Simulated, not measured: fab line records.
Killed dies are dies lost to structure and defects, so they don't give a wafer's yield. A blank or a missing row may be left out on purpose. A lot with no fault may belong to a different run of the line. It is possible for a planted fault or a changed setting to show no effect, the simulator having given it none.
Struck lot and sound lot, side by side || flow nand harc || 13 out of 1302 route steps
Sound: the wafers L654.1, L654.4, L654.6. Struck: wafers L657.3, L657.5, L657.6. Last of all comes the cause.
At each step with rows: each side's tool, then ch and its chambers, then its first start. Under that, the readings that differ: sound wafers || struck wafers || difference of the means || sigmas: that difference in standard deviations of wafers without a fault.
alike: readings whose means differ by less than 2 such deviations, and words and numbers that are the same on both sides. not compared: withheld readings, readings that some wafer has no value for, bounds like >300 that may hide the same value, and numbers for which the record gives no deviation and whose values overlap.
The two part at a step that has a row with sigmas, a row that says differs or no value, or rows on one side only. Numbers that have no deviation but don't overlap get no sigmas and don't part them. A reading missing from all wafers of one side parts the sides only when that side holds two or more wafers.

NHARC_A_BLC_STRIP_29: strips in CF4.
  sound on rie diel-03 ch 2,3, day 27 22:34; struck on rie diel-07 ch 0,2,3, day 28 12:17
  alike: chamber pressure mTorr, drypump motor current A, mfc ar sccm, oes product au, rf vpp V, showerhead plenum p Torr, throttle valve pct
  not compared: rf hours counter h
NHARC_A_BLC_STRIP_21: strips in O2.
  sound on rie diel-03 ch 1,3, day 27 22:41; struck on rie diel-07 ch 0,2,3, day 28 12:25
  alike: chamber pressure mTorr, drypump motor current A, mfc ar sccm, oes product au, rf vpp V, showerhead plenum p Torr, throttle valve pct
  not compared: rf hours counter h
then, 3 steps without rows for these wafers: NHARC_A_BLC_STRIP_22 (strips in post etch residue remover, time 600 s); NHARC_A_BLC_DEGAS_30 (time 60 s); NHARC_A_BLC_PRE_CLEAN_31 (time 15 s).
NHARC_A_BLC_PVD_32: deposits Ti, target thk 5 nm, time 17.7 s.
  sound on pvd sputter-03; struck on pvd sputter-02
  alike: throttle valve pct
NHARC_A_BLC_ALD_23: deposits TiN, target thk 3 nm, pulse time 1 s, ald cycles 150.
  sound on ald metal-04 ch 0,3, day 27 23:20; struck on ald metal-03 ch 0,1,2, day 28 13:07
  alike: heater power outer w, heater power w, precursor pulse height rel
then, 1 step without rows for these wafers: NHARC_A_BLC_CVD_24 (deposits W, target thk 150 nm, time 434 s).
NHARC_A_BLC_CMP_25: polishes, t overpolish 30 s, target thk 150 nm.
  sound on cmp-02 ch 2,3, day 28 00:03; struck on cmp-02 ch 0,2,3, day 28 13:55
  alike: motor current A, overpolish run s, time to endpoint s
following that, these wafers have no rows for 1 step: NHARC_A_BLC_SRD_27.
NHARC_A_BLC_INSPECT_28:
  struck on defect inspect-02, day 28 14:14; sound on defect inspect-01, day 28 00:27
  alike: raw defect count
NHARC_A_M0_DEP_00: deposits SiOC, target thk 150 nm.
  sound on pecvd-01 ch 0,1,2, day 28 00:37; struck on pecvd-01 ch 0,1,2, day 28 14:22
  no value came back on the struck wafers for chamber pressure Torr (Torr), rf fwd power W (W); on the sound wafers chamber pressure Torr (Torr) reads 4.999 4.977 4.987
then, 1 step without rows for these wafers: NHARC_A_M0_DEHYDRATE_01 (time 120 s).

WHERE THEY PART
Within this record, at NHARC_A_M0_DEP_00 only.

WHY: whatever the simulator had introduced
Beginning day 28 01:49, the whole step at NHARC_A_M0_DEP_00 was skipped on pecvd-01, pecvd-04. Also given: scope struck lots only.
